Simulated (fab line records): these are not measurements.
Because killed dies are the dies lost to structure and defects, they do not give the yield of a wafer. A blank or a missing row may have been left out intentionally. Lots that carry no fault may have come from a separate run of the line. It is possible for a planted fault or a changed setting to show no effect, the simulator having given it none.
fab line records | flow n5_finfet
record: lots: 7 wafers: 18 last_day: 17
route steps=1938 shown BEOL_M0_SAQP@640 BEOL_M4@1111 PASSIVATION@1936
lots with no fault: from the same line, run without faults
start_h: start of the lot's first displayed wafer, in hours after the record's first day | wait_h: how many hours have passed since the lot's step before this one | " same as the row above | L1.1+2: one row covering several wafers at once | - no value present, or no start provided | * or withheld: withheld | < > ~ a bound
route shown NAME@n: a module of which the file shows steps, and the number in the route of the first | usual: mean and standard deviation over wafers with no fault | same: alike in all rows | chamber/n: place in a boat | sites: each site's reading | _std_site: the values' standard deviation | _edge_site: inner sites' mean taken away from outer sites' mean | radius_mm: for every site, how far away it sits from the centre of the wafer | mask NAME#n: copy n | behind: the last tool/chamber to shape the wafer | hold: cause of the lot's hold/its duration in hours/its outcome | device: names the non-switching transistor (n, p or np) | end of line: the tests these same wafers got at the end of their route | a step with no rows: only its recipe | killed: dies that structure and defects cost at the first sort, which is not the same as the wafer's yield | map: dies across one wafer; x = killed, . = not, _ = none there
set.NAME: setting as actually run; set.NAME@STEP: the setting as run at that earlier step | model.NAME: the simulator's own value behind a step, which no gauge read
lots at some steps of the route; a table a step, a row a wafer
services: a tool's chamber out of use, with start hour (start_h, from the record's first day; less than 0 if before it), hours out, and reason
== steps ==
step: N5_BEOL_M0_SAQP_HM_DEP_111
recipe: material: SiO2 target_thk_a: 120 temp_c: 400 precursor: SiH4/N2O pressure_torr: 0.75 rf_w: 275 time_s: 7.2
usual: heater_power_w: 760/120 showerhead_plenum_p_Torr: 8.13/0.094 susceptor_temp_C: 400.01/0.21
columns lot.wafer tool chamber start_h wait_h heater_power_w showerhead_plenum_p_Torr susceptor_temp_C
L959.1 pecvd-04 0 120.03 0.0 992 8.12 400.35
L959.3 " 1 " " 585 7.97 400.28
L959.4 " 0 " " 982 8.13 400.12
L963.2 pecvd-04 0 139.34 0.0 985 8.13 399.97
L963.4 " 2 " " 789 8.27 399.64
L963.6 " 0 " " 1039 8.13 400.04
L967.1 pecvd-04 2 170.86 0.0 668 8.26 400.10
L967.4 " 2 " " 674 8.26 399.99
L967.5 " 0 " " 904 8.13 399.73
L969.3 pecvd-02 1 181.42 0.0 809 8.10 399.88
L969.4 " 1 " " 827 8.08 399.92
L969.6 " 0 " " 783 8.17 400.06
L977.2 pecvd-04 0 226.37 0.0 968 8.12 400.06
L977.6 " 1 " " 646 7.96 400.28
L979.1 pecvd-03 2 239.78 0.0 674 8.23 399.87
L979.2 " 2 " " 677 8.22 400.28
L980.2 pecvd-02 2 244.94 0.0 905 8.17 399.88
L980.3 " 1 " " 832 8.11 399.96
step: N5_BEOL_M0_SAQP_COAT_81
recipe: resist: SOC temp_c: 250 time_s: 60 spin_rpm: 1500 resist_thk_nm: 100
step: N5_BEOL_M0_SAQP_COAT_82
recipe: resist: SiARC temp_c: 220 time_s: 60 spin_rpm: 1500 resist_thk_nm: 30
step: N5_BEOL_M0_SAQP_COAT_08
recipe: resist: CAR-ArF spin_rpm: 1500 resist_thk_nm: 90
step: N5_BEOL_M0_SAQP_EBR_10
recipe: solvent: PGMEA ebr_width_mm: 1.5
step: N5_BEOL_M0_SAQP_SOFTBAKE_09
recipe: temp_c: 110 time_s: 60 resist: CAR-ArF
step: N5_BEOL_M0_SAQP_EXPOSE_11
recipe: mask_id: M0_CORE na: 1.35 source_shape: dipole sigma_inner: 0.538 sigma_outer: 0.738 polarization: te target_cd_nm: 42 dose_mj: 55
step: N5_BEOL_M0_SAQP_PEB_12
recipe: peb_temp_c: withheld peb_time_s: 60 resist: CAR-ArF
step: N5_BEOL_M0_SAQP_DEVELOP_13
recipe: develop_time_s: 30 developer: TMAH resist: CAR-ArF dev_temp_c: 23 rinse_liquid: diw dry: air_spin
step: N5_BEOL_M0_SAQP_CD_MEAS_14
recipe: target_cd_nm: 42.5 landing_energy_ev: 500 detector: se_inlens
usual: cd_nm: 42.3/0.44
columns lot.wafer tool chamber start_h wait_h cd_nm
L959.1 cd_sem-03 0 120.48 - 42.2
L959.3 " 0 " " 41.6
L959.4 " 0 " " 42.5
L963.2 cd_sem-03 0 139.79 - 42.3
L963.4 " 0 " " 42.5
L963.6 " 0 " " 42.0
L967.1 cd_sem-03 0 171.31 - 42.7
L967.4 " 0 " " 42.4
L967.5 " 0 " " 43.2
L969.3 cd_sem-02 0 181.87 - 42.9
L969.4 " 0 " " 42.6
L969.6 " 0 " " 42.8
L977.2 cd_sem-03 0 226.82 - 42.7
L977.6 " 0 " " 42.4
L979.1 cd_sem-01 0 240.33 - 42.7
L979.2 " 0 " " 42.8
L980.2 cd_sem-01 0 245.39 - 42.5
L980.3 " 0 " " 41.7
step: N5_BEOL_M0_SAQP_OVL_MEAS_15
recipe: points_per_wafer: 44
usual: M0_CORE_OVL: 0.3/0.72
columns lot.wafer tool chamber start_h wait_h M0_CORE_OVL[nm]
L959.1 overlay-01 0 120.51 0.0 0.2
L959.3 " 0 " " -0.1
L959.4 " 0 " " -0.2
L963.2 overlay-02 0 139.82 0.0 1.4
L963.4 " 0 " " 0.4
L963.6 " 0 " " 1.1
L967.1 overlay-01 0 171.34 0.0 1.3
L967.4 " 0 " " 0.5
L967.5 " 0 " " 1.1
L969.3 overlay-01 0 181.89 0.0 2.1
L969.4 " 0 " " 1.1
L969.6 " 0 " " 1.9
L977.2 overlay-02 0 226.85 0.0 0.6
L977.6 " 0 " " 0.9
L979.1 overlay-01 0 240.36 0.0 -0.1
L979.2 " 0 " " 0.3
L980.2 overlay-02 0 245.42 0.0 0.3
L980.3 " 0 " " 0.7
step: N5_BEOL_M0_SAQP_INSPECT_16
recipe: mode: adi inspect_instrument: brightfield
usual: raw_defect_count: 484/120
columns lot.wafer tool chamber start_h wait_h raw_defect_count
L959.1 defect_inspect-01 - 120.53 0.0 658
L959.3 " - " " 579
L959.4 " - " " 558
L963.2 defect_inspect-02 - 139.84 0.0 409
L963.4 " - " " 428
L963.6 " - " " 506
L967.1 defect_inspect-01 - 171.36 0.0 843
L967.4 " - " " 751
L967.5 " - " " 467
L969.3 defect_inspect-02 - 181.92 0.0 283
L969.4 " - " " 348
L969.6 " - " " 291
L977.2 defect_inspect-01 - 226.87 0.0 593
L977.6 " - " " 510
L979.1 defect_inspect-02 - 240.38 0.0 415
L979.2 " - " " 275
L980.2 defect_inspect-01 - 245.44 0.0 602
L980.3 " - " " 408
step: N5_BEOL_M0_SAQP_DESCUM_19
recipe: chemistry: O2 time_s: 7.9 source_power_w: 50 bias_power_w: 20 pressure_mtorr: 20 rf_frequency_hz: 2.712e+07 temp_c: 40 resist: CAR-ArF o2_flow_sccm: 225
usual: drypump_motor_current_A: 5.86/0.26 oes_product_au: 0.78/0.086 rf_vpp_V: 243.2/1.2 showerhead_plenum_p_Torr: 2.10/0.058 throttle_valve_pct: 20.35/0.24
columns lot.wafer tool chamber start_h wait_h drypump_motor_current_A oes_product_au rf_hours_counter_h rf_vpp_V showerhead_plenum_p_Torr throttle_valve_pct model.CAR-ArF_of_BEOL_M0_SAQP_COAT_08.thk_nm
L959.1 rie_diel-03 2 120.56 0.0 6.04 0.83 70 243.4 2.10 20.21 83.2
L959.3 " 0 " " 5.73 0.78 149 239.4 2.02 20.52 83.6
L959.4 " 3 " " 5.87 0.71 207 243.9 2.17 20.41 83.6
L963.2 rie_diel-02 2 139.90 0.1 5.94 0.76 152 243.8 2.11 20.25 83.2
L963.4 " 2 " " 5.94 0.76 - 243.2 2.11 20.23 83.4
L963.6 " 0 " " 5.54 0.97 - 242.4 2.04 20.16 83.8
L967.1 rie_diel-02 1 171.40 0.0 5.97 0.83 60 245.4 2.19 20.02 83.4
L967.4 " 2 " " 5.96 0.75 163 242.3 2.11 20.25 83.6
L967.5 " 2 " " 5.95 0.74 - 243.5 2.11 20.26 83.6
L969.3 rie_diel-06 2 182.09 0.2 6.04 0.71 199 241.6 2.09 20.60 83.4
L969.4 " 0 " " 5.79 0.72 172 244.4 2.20 20.67 83.6
L969.6 " 3 " " 5.77 0.70 - 243.0 2.09 20.82 84
L977.2 rie_diel-03 1 226.90 0.0 5.48 0.69 219 244.0 2.05 20.70 84.8
L977.6 " 1 " " 5.46 0.69 - 243.8 2.05 20.68 83.8
L979.1 rie_diel-03 1 240.41 0.0 5.43 0.69 223 241.7 2.05 20.70 83.2
L979.2 " 3 " " 5.79 0.70 242 244.9 2.16 20.47 84.6
L980.2 rie_diel-03 2 245.48 0.0 6.05 0.79 105 243.4 2.09 20.28 84.2
L980.3 " 3 " " 5.84 0.69 244 243.6 2.16 20.46 84.4
step: N5_BEOL_M0_SAQP_ETCH_83
recipe: chemistry: CF4 target: SiARC target_depth_a: 390 mask_material: CAR-ArF time_s: 65 ion_energy_ev: 80 pressure_mtorr: 40 source_w: 545 bias_w: 36 Ar_flow_sccm: 100 cf4_flow_sccm: 100 ends: cleared
usual: drypump_motor_current_A: 5.86/0.25 etch_rf_on_time_s: 64.4/2.4 oes_product_au: 0.67/0.072 rf_vpp_V: 184.2/1 showerhead_plenum_p_Torr: 2.15/0.054 throttle_valve_pct: 15.57/0.22
columns lot.wafer tool chamber start_h wait_h drypump_motor_current_A etch_rf_on_time_s oes_product_au rf_hours_counter_h rf_vpp_V showerhead_plenum_p_Torr throttle_valve_pct model.CAR-ArF_of_BEOL_M0_SAQP_COAT_08.thk_nm
L959.1 rie_diel-03 2 120.60 0.0 6.03 60.6 0.72 70 183.7 2.18 15.61 55.4
L959.3 " 0 " " 5.74 61.6 0.68 149 183.6 2.07 15.70 55.8
L959.4 " 3 " " 5.82 65.1 0.62 207 184.2 2.20 15.53 55.8
L963.2 rie_diel-02 2 139.93 0.0 5.95 63.1 0.65 152 185.2 2.14 15.34 55.2
L963.4 " 2 " " 5.98 62.8 0.66 - 183.8 2.14 15.36 55.4
L963.6 " 0 " " 5.50 65.9 0.81 - 184.3 2.12 15.39 55.8
L967.1 rie_diel-02 1 171.43 0.0 5.99 62.6 0.72 60 185.5 2.26 15.35 55.4
L967.4 " 2 " " 5.95 62.8 0.65 163 183.6 2.13 15.39 55.8
L967.5 " 2 " " 5.91 62.6 0.65 - 185.3 2.13 15.39 55.8
L969.3 rie_diel-06 2 182.12 0.0 6.01 61.5 0.62 199 185.6 2.10 15.59 55.4
L969.4 " 0 " " 5.77 65.1 0.61 173 184.2 2.21 15.66 55.6
L969.6 " 3 " " 5.78 69.6 0.59 - 184.4 2.14 16.02 56
L977.2 rie_diel-03 1 226.94 0.0 5.50 68.2 0.58 219 184.5 2.11 15.96 56.8
L977.6 " 1 " " 5.47 68.1 0.58 - 184.9 2.11 15.97 55.8
L979.1 rie_diel-03 1 240.45 0.0 5.46 68.6 0.57 223 182.8 2.11 15.98 55.4
L979.2 " 3 " " 5.82 65.9 0.59 242 186.1 2.19 15.59 56.8
L980.2 rie_diel-03 2 245.51 0.0 6.07 61.1 0.69 105 183.8 2.17 15.68 56.2
L980.3 " 3 " " 5.82 65.6 0.60 244 184.7 2.19 15.58 56.6
step: N5_BEOL_M0_SAQP_ETCH_84
recipe: chemistry: N2/H2 target: SOC target_depth_a: 1000 overetch_a: 200 mask_material: SiARC temp_c: 40 time_s: 150 ion_energy_ev: 200 pressure_mtorr: 30 source_w: 840 bias_w: 150 n2_flow_sccm: 200 h2_flow_sccm: 200
usual: drypump_motor_current_A: 5.87/0.25 oes_product_au: 0.70/0.068 rf_vpp_V: 524.0/2.1 showerhead_plenum_p_Torr: 2.55/0.075 throttle_valve_pct: 17.76/0.22
columns lot.wafer tool chamber start_h wait_h drypump_motor_current_A oes_product_au rf_hours_counter_h rf_vpp_V showerhead_plenum_p_Torr throttle_valve_pct
L959.1 rie_diel-03 2 120.65 0.0 6.05 0.73 70 522.1 2.59 17.88
L959.3 " 0 " " 5.72 0.69 149 520.1 2.43 17.75
L959.4 " 3 " " 5.85 0.65 207 527.9 2.63 17.73
L963.2 rie_diel-02 2 139.98 0.0 5.94 0.67 152 523.2 2.55 17.66
L963.4 " 2 " " 5.95 0.68 - 523.8 2.55 17.63
L963.6 " 0 " " 5.45 0.86 - 523.0 2.49 17.52
L967.1 rie_diel-02 1 171.48 0.0 5.96 0.75 60 528.9 2.68 17.46
L967.4 " 2 " " 5.99 0.67 163 523.5 2.54 17.66
L967.5 " 2 " " 6.01 0.67 - 523.3 2.54 17.68
L969.3 rie_diel-06 2 182.17 0.0 6.04 0.63 199 522.2 2.49 17.57
L969.4 " 0 " " 5.81 0.65 173 526.1 2.68 18.05
L969.6 " 3 " " 5.80 0.64 - 522.8 2.51 18.07
L977.2 rie_diel-03 1 226.99 0.0 5.49 0.62 219 524.3 2.51 18.16
L977.6 " 1 " " 5.47 0.63 - 525.4 2.51 18.15
L979.1 rie_diel-03 1 240.50 0.0 5.51 0.62 223 523.7 2.51 18.16
L979.2 " 3 " " 5.82 0.63 242 525.7 2.62 17.80
L980.2 rie_diel-03 2 245.56 0.0 6.03 0.70 105 522.6 2.57 17.94
L980.3 " 3 " " 5.79 0.63 244 525.8 2.61 17.81
step: N5_BEOL_M4_RC_MEAS_101
usual: DIBL_N: 36.8/2.2 DIBL_P: 37.1/2.8 IOFF_N: 0.17/0.04 IOFF_P: 0.22/0.049 ION_N: 672/16 ION_P: 460/9.2 SS_N: 71.6/0.69 SS_P: 73.5/0.78 VT_N: 249/3.6 VT_P: -250/3.9
columns lot.wafer tool chamber start_h wait_h DIBL_N[mV/V] DIBL_P[mV/V] IOFF_N[nA/um] IOFF_P[nA/um] ION_N[uA/um] ION_P[uA/um] SS_N[mV/dec] SS_P[mV/dec] VT_N[mV] VT_P[mV]
L959.1 prober-02 0 177.65 0.0 36.1 36.1 0.13 0.19 660 453 71.3 73.2 252 -253
L959.3 " 0 " " 38.3 37.9 0.17 0.22 664 448 72.7 73.6 248 -253
L959.4 " 0 " " 37.1 36.9 0.16 0.20 656 444 71.9 73.2 252 -253
L963.2 prober-02 0 187.06 0.2 37.5 36.6 0.19 0.20 673 445 71.3 73.9 246 -251
L963.4 " 0 " " 35.5 34.7 0.14 0.16 675 451 71.3 73.3 251 -256
L963.6 " 0 " " 34.3 34.1 0.14 0.16 685 458 71.0 72.9 249 -256
L967.1 prober-01 0 229.76 0.0 38.4 39.5 0.21 0.24 675 452 71.4 74.3 245 -251
L967.4 " 0 " " 35.8 36.9 0.15 0.20 668 457 70.9 73.4 251 -252
L967.5 " 0 " " 34.9 35.5 0.14 0.19 663 456 71.5 72.9 251 -254
L969.3 prober-02 0 235.72 0.3 38.3 39.0 0.21 0.25 701 472 72.8 73.5 246 -247
L969.4 " 0 " " 35.1 34.1 0.13 0.17 660 452 70.9 72.4 252 -254
L969.6 " 0 " " 36.6 37.5 0.19 0.21 703 470 71.9 73.9 247 -253
L977.2 prober-02 0 286.84 0.2 34.8 35.6 0.15 0.22 664 464 71.4 73.7 249 -248
L977.6 " 0 " " 38.3 41.1 0.23 0.34 677 468 72.2 74.8 245 -243
L979.1 prober-02 0 302.84 0.0 39.3 41.7 0.25 0.29 699 467 72.4 74.8 246 -249
L979.2 " 0 " " 34.7 37.2 0.15 0.22 696 471 71.4 73.1 246 -250
L980.2 prober-01 0 304.69 0.2 37.0 37.6 0.18 0.27 678 468 71.6 73.6 248 -244
L980.3 " 0 " " 39.7 39.9 0.25 0.32 691 462 73.0 73.6 243 -242
step: N5_PASSIVATION_PROBE_49
usual: defect_limited_yield: 91.1/1.5 killed_at_M0_to_M3: 35/11 killed_at_M4_up: 13/5.7 killed_at_contacts: 12/5.7 killed_at_front_end: 40/11 killed_at_other: 4/4.4 killed_dies: 105/18 killed_on_rim: 14/3.9 killed_open: 68/14 killed_short: 34/7.4 sort_bin_4_leakage: 0.00/0.011 sort_bin_5_function: 5.2/1 sort_bin_6_memory: 3.3/0.67 sort_n_pass: 1074/18 sort_yield_pct: 91.0/1.5
same: gross_dies: 1180 killed_at_back_side: 0 sort_bin_8_speed[%]: 0
columns lot.wafer tool chamber start_h wait_h defect_limited_yield[%] killed_at_M0_to_M3 killed_at_M4_up killed_at_contacts killed_at_front_end killed_at_other killed_dies killed_on_rim killed_open killed_short sort_bin_4_leakage[%] sort_bin_5_function[%] sort_bin_6_memory[%] sort_n_pass sort_yield_pct[%]
L967.1 prober-01 - 320.51 0.0 91.4 26 6 9 59 1 101 11 54 44 0 5.8 2.4 1079 91.4
L967.4 prober-01 - 320.66 0.2 91.8 37 8 10 42 0 97 14 65 31 0 4.2 3.4 1083 91.8
L967.5 prober-01 - 320.71 0.2 89.5 59 11 12 41 1 124 19 85 39 0 6.8 3.7 1056 89.5
L969.3 prober-01 - 327.58 0.1 92.7 35 7 8 34 2 86 10 61 25 0 4.0 3.1 1094 92.7
L969.4 prober-01 - 327.63 0.2 92.6 34 4 6 42 1 87 14 51 33 0 3.9 3.1 1093 92.6
L969.6 prober-01 - 327.73 0.3 92.6 27 21 13 23 3 87 12 61 23 0 3.8 3.4 1093 92.6
L977.2 prober-01 - 390.79 0.1 88.8 30 7 17 59 19 132 14 81 30 0 7.6 3.1 1048 88.8
L977.6 prober-01 - 390.99 0.3 85.7 53 9 9 65 33 169 20 91 46 0 10.3 3.6 1011 85.7
L980.2 prober-02 - 405.41 0.1 92.5 41 5 16 27 0 89 8 68 21 0 4.5 3.0 1091 92.5
killed by level:class
L967.1 STI_FIN_REVEAL:geometric_particle:open=19 BEOL_M0_SAQP:geometric_particle:open=8 STARTING-WAFER:geometric_particle:short=7 FIN_SAQP:geometric_particle:open=6 STI_FIN_REVEAL:geometric_particle:short=6 BEOL_M0_SAQP:geometric_particle:short=6 FIN_SAQP:geometric_particle:short=5 BEOL_M2:geometric_particle:open=5
L967.4 STI_FIN_REVEAL:geometric_particle:open=16 BEOL_M0_SAQP:geometric_particle:open=11 FIN_SAQP:geometric_particle:open=9 BEOL_M0_SAQP:geometric_particle:short=8 MOL_CONTACT_COAG:geometric_particle:open=8 BEOL_M1:geometric_particle:open=5 FIN_SAQP:geometric_particle:short=4 STI_FIN_REVEAL:geometric_particle:short=3
L967.5 STI_FIN_REVEAL:geometric_particle:open=19 BEOL_M0_SAQP:geometric_particle:short=19 BEOL_M2:geometric_particle:open=17 BEOL_M0_SAQP:geometric_particle:open=12 MOL_CONTACT_COAG:geometric_particle:open=10 DUMMY_GATE:geometric_particle:open=7 BEOL_M5:geometric_particle:open=5 BEOL_M4:geometric_particle:open=4
L969.3 FIN_SAQP:geometric_particle:open=9 BEOL_M0_SAQP:geometric_particle:open=9 BEOL_M0_SAQP:geometric_particle:short=7 STI_FIN_REVEAL:geometric_particle:open=6 MOL_CONTACT_COAG:geometric_particle:open=6 BEOL_M2:geometric_particle:open=6 BEOL_M1:geometric_particle:open=5 FIN_SAQP:geometric_particle:short=4
L969.4 FIN_SAQP:geometric_particle:open=12 BEOL_M1:geometric_particle:open=11 BEOL_M0_SAQP:geometric_particle:short=8 BEOL_M0_SAQP:geometric_particle:open=6 GATE_CUT:geometric_particle:short=5 FIN_SAQP:geometric_particle:short=4 MOL_CONTACT_COAG:geometric_particle:open=4 STI_FIN_REVEAL:geometric_particle:open=3
L969.6 BEOL_M0_SAQP:geometric_particle:open=12 BEOL_M4:geometric_particle:open=12 MOL_CONTACT_COAG:geometric_particle:open=9 FIN_SAQP:geometric_particle:open=6 BEOL_M0_SAQP:geometric_particle:short=5 MOL_CONTACT_COAG:geometric_particle:short=4 BEOL_M1:geometric_particle:open=4 STARTING-WAFER:geometric_particle:short=3
L977.2 STI_FIN_REVEAL:geometric_particle:open=20 MOL_CONTACT_COAG:geometric_particle:open=15 MIM_TOP_ETCH:area_etch=13 FIN_SAQP:geometric_particle:short=8 BEOL_M0_SAQP:geometric_particle:open=7 GATE_CUT:geometric_particle:short=5 BEOL_M2:geometric_particle:open=5 BEOL_M1:geometric_particle:open=5
L977.6 MIM_TOP_ETCH:area_etch=29 STI_FIN_REVEAL:geometric_particle:open=18 FIN_SAQP:geometric_particle:short=11 BEOL_M0_SAQP:geometric_particle:short=11 BEOL_M0:geometric_particle:open=11 MOL_CONTACT_COAG:geometric_particle:open=9 BEOL_M0_SAQP:geometric_particle:open=8 BEOL_M2:geometric_particle:open=8
L980.2 BEOL_M3:geometric_particle:open=17 MOL_CONTACT_COAG:geometric_particle:open=10 FIN_SAQP:geometric_particle:open=8 MOL_CONTACT_COAG:geometric_particle:short=6 BEOL_M1:geometric_particle:open=6 STI_FIN_REVEAL:geometric_particle:open=5 BEOL_M2:geometric_particle:open=5 BEOL_M3:geometric_particle:short=5
== services ==
columns tool chamber start_h hours kind
rie_diel-02 0 119.54 - clean
rie_diel-02 0 119.54 - consumable_replace:focus_ring
rie_diel-02 0 119.54 13.2 scheduled_down
rie_diel-02 0 119.54 13.2 vent_cycle
pecvd-04 - 121.15 2.5 repair
pecvd-02 2 126.92 23.1 repair
rie_diel-02 3 133.06 - clean
rie_diel-02 3 133.06 - consumable_replace:focus_ring
rie_diel-02 3 133.06 21.0 scheduled_down
rie_diel-02 3 133.06 21.0 vent_cycle
pecvd-04 - 191.31 14.0 repair
pecvd-03 - 192.42 28.1 pm
pecvd-04 1 211.99 6.6 repair
pecvd-02 - 217.23 0.5 repair
rie_diel-03 - 220.73 0.9 repair
pecvd-03 0 225.35 14.4 repair
rie_diel-02 3 229.20 1.3 repair
pecvd-04 - 234.31 0.6 repair
pecvd-03 1 237.13 6.8 repair
rie_diel-03 0 237.94 16.9 repair
== key ==
first_sign none at tools or gauges
model_effect: step: N5_BEOL_M0_SAQP_DESCUM_19 value: CAR-ArF_of_BEOL_M0_SAQP_COAT_08.thk_nm without: 83.7 struck: 84.5
model_effect: step: N5_BEOL_M0_SAQP_ETCH_83 value: CAR-ArF_of_BEOL_M0_SAQP_COAT_08.thk_nm without: 55.8 struck: 56.6
met_at N5_BEOL_M0_SAQP_DESCUM_19
struck_wafers L977.2,L979.2,L980.2,L980.3
baseline_loss: step: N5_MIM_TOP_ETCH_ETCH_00 wafers: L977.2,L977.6
onset_between 120.56 226.90
fault: kind: process_parameter_drift tool: rie_diel-03 chamber: - onset_h: 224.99 steps: N5_BEOL_M0_SAQP_DESCUM_19 channel: time_s offset: * shape: step end_h: 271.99 scope: struck_wafers_only acts_in: * stated: *
baseline_loss: these wafers lose ten dies or more at that step, a loss of the line's own and not of a fault; the sort's usual values leave them out
